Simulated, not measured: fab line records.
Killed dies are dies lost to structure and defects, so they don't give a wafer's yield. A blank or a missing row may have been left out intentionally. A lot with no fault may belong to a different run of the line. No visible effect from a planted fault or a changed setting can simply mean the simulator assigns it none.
Chamber matching    flow n5-finfet    ald-hk-01 running N5_HKMG_FIN_HK_ALD_01: 4 sister chambers
The step deposits HfO2, target thk 1.6 nm, pulse time 3 s, purge time 3 s. 8 wafers are shown with their chamber, then 7 later ones without.

== WAFERS WITH THEIR CHAMBER ==
wafer   chamber  precursor-pulse-height-rel
L074.5  3        1.008
L081.5  1        0.983
L085.1  1        1.033
L090.1  3        0.967
L090.2  2        0.995
L090.3  0        0.997
L093.1  0        1.042
L093.4  2        1.008

== WAFERS WHOSE CHAMBER IS MISSING ==
wafer   precursor-pulse-height-rel
L093.6  0.991
L094.2  0.962
L094.3  0.986
L094.6  1.019
L096.3  1.029
L096.4  1.002
L096.6  1.018

== EACH ONE'S CHAMBER ==
wafer   from the rows above                in truth
L093.6  can't be placed: 3 or 2 or 1 or 0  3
L094.2  can't be placed: 3 or 2 or 1 or 0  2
L094.3  can't be placed: 3 or 2 or 1 or 0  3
L094.6  can't be placed: 0 or 1 or 2 or 3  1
L096.3  can't be placed: 0 or 1 or 2 or 3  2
L096.4  can't be placed: 2 or 1 or 3 or 0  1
L096.6  can't be placed: 0 or 1 or 2 or 3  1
Correctly placed: 0 of 7. Cannot be placed on the basis of these rows: 7; the candidates contain the true chamber in 7. 0 placed wrongly.
How it was worked out, from the rows above alone: a wafer's distance from a chamber is the root of the sum, over the readings, of the square of ((its reading less the chamber's mean) divided by the reading's scatter). The wafer belongs to the nearest chamber; if the next one is less than 2 further off, it can't be placed. Each chamber's mean is taken over the wafers shown for it. The scatter: the root of (the sum of the squares of (reading less its chamber's mean) over the shown wafers, divided by (wafers less chambers)).
